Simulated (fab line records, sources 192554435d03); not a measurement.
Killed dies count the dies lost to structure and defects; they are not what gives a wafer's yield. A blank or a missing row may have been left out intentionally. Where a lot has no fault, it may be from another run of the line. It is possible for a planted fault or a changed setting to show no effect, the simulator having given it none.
Struck lot and sound lot, side by side / flow n5_finfet / 16 steps out of a route of 1938
Sound: wafers L797.2, L797.3, L797.6. Struck: wafers L805.1, L805.6. (L805.5 of the same lot was not struck and is left out.) The cause comes at the end.
At each step with rows: each side's tool, then ch and its chambers, then its first start. Under that, the readings that differ: sound wafers / struck wafers / difference of the means / sigmas: that difference in standard deviations of wafers without a fault.
alike: readings with means less than 2 such deviations apart, plus words and numbers identical on both sides. not compared: withheld readings, readings lacking a value on some wafer, bounds such as >300 that could conceal the same value, and numbers that have no deviation in the record and whose values overlap.
A row with sigmas, a row that says differs or no value, or rows on one side alone: a step with any of these is where the two part. Numbers that have no deviation but don't overlap get no sigmas and don't part them. A reading missing from all wafers of one side parts the sides only when that side holds two or more wafers.

first, 8 steps without rows for these wafers: N5_BEOL_M0_SAQP_COAT_81 (time 60 s, resist thk 100 nm); N5_BEOL_M0_SAQP_COAT_82 (time 60 s, resist thk 30 nm); N5_BEOL_M0_SAQP_COAT_08 (resist thk 90 nm); N5_BEOL_M0_SAQP_EBR_10; N5_BEOL_M0_SAQP_SOFTBAKE_09 (time 60 s); N5_BEOL_M0_SAQP_EXPOSE_11 (exposes mask M0 CORE, target cd 42 nm); N5_BEOL_M0_SAQP_PEB_12 (peb time 60 s); N5_BEOL_M0_SAQP_DEVELOP_13 (develop time 30 s).
N5_BEOL_M0_SAQP_CD_MEAS_14: the cd target is 42.5 nm.
  sound on cd_sem-01 ch 0, day 7 19:54; struck on cd_sem-03 ch 0, day 9 20:41
  alike: cd_nm
N5_BEOL_M0_SAQP_OVL_MEAS_15:
  sound on overlay-01 ch 0, day 7 19:56; struck on overlay-01 ch 0, day 9 20:43
  alike: M0_CORE_OVL
N5_BEOL_M0_SAQP_INSPECT_16: inspects for defects (brightfield).
  sound on defect_inspect-02, day 7 19:57; struck on defect_inspect-02, day 9 20:44
  alike: raw_defect_count
N5_BEOL_M0_SAQP_DESCUM_19: chemistry O2, time 7.9 s.
  sound on rie_diel-04 ch 1,2, day 7 19:59; struck on rie_diel-06 ch 3, day 9 20:46
reading=rf_vpp_V (V); sound=242.7 245.3 243.3; struck=240.9 239.4; difference=-3.6; sigmas=-2
reading=showerhead_plenum_p_Torr (Torr); sound=2.07 2.17 2.07; struck=1.94 1.94; difference=-0.16; sigmas=-2
  alike: drypump_motor_current_A, o2_flow_sccm, oes_product_au, throttle_valve_pct
  not compared: rf_hours_counter_h
N5_BEOL_M0_SAQP_ETCH_83: etches SiARC in CF4, target depth 39 nm, time 65 s.
  sound on rie_diel-04 ch 1,2, day 7 20:01; struck on rie_diel-06 ch 3, day 9 20:48
reading=etch_rf_on_time_s (s); sound=64.6 66.2 64.4; struck=123.8 123.9; difference=+58.8; sigmas=+42
reading=oes_product_au (a.u.); sound=0.80 0.60 0.80; struck=0.54 0.54; difference=-0.19; sigmas=-2
  alike: drypump_motor_current_A, rf_vpp_V, showerhead_plenum_p_Torr, throttle_valve_pct
  not compared: rf_hours_counter_h
N5_BEOL_M0_SAQP_ETCH_84: etches SOC in N2/H2, target depth 100 nm, overetch 20 nm, time 150 s.
  sound on rie_diel-04 ch 1,2, day 7 20:04; struck on rie_diel-06 ch 3, day 9 20:51
  alike: drypump_motor_current_A, oes_product_au, rf_vpp_V, showerhead_plenum_p_Torr, throttle_valve_pct
  not compared: rf_hours_counter_h
-- record jumps: 5 days separate the struck wafers' starts on either side; left off in module BEOL_M0_SAQP, taken up again in module BEOL_M4, whose first shown step is the route's number 1111 --
N5_BEOL_M4_RC_MEAS_101:
  sound on prober-01 ch 0, day 13 16:33; struck on prober-01 ch 0, day 15 06:20
reading=DIBL_N (mV/V); sound=37.5 38.3 38.3; struck=35.2 33.5; difference=-3.7; sigmas=-2
  alike: DIBL_P, IOFF_N, IOFF_P, ION_N, ION_P, SS_N, SS_P, VT_N, VT_P
-- a jump in the record: the struck wafers' starts before and after are 4 days apart (it breaks off in module BEOL_M4 and resumes in module PASSIVATION, where the first step shown is number 1936 of the route) --
N5_PASSIVATION_PROBE_49:
  sound on prober-01, day 18 03:07; struck on prober-01, day 19 17:37
  alike: defect_limited_yield, killed_at_M0_to_M3, killed_at_M4_up, killed_at_contacts, killed_at_front_end, killed_at_other, killed_dies, killed_open, killed_short, sort_bin_5_function, sort_bin_6_memory, sort_n_pass, sort_yield_pct

## WHERE THEY PART
Earliest at N5_BEOL_M0_SAQP_DESCUM_19; latest, in this record, at N5_BEOL_M4_RC_MEAS_101. Later steps at which nothing parts them and some readings are alike: N5_PASSIVATION_PROBE_49.

WHY: whatever the simulator had introduced
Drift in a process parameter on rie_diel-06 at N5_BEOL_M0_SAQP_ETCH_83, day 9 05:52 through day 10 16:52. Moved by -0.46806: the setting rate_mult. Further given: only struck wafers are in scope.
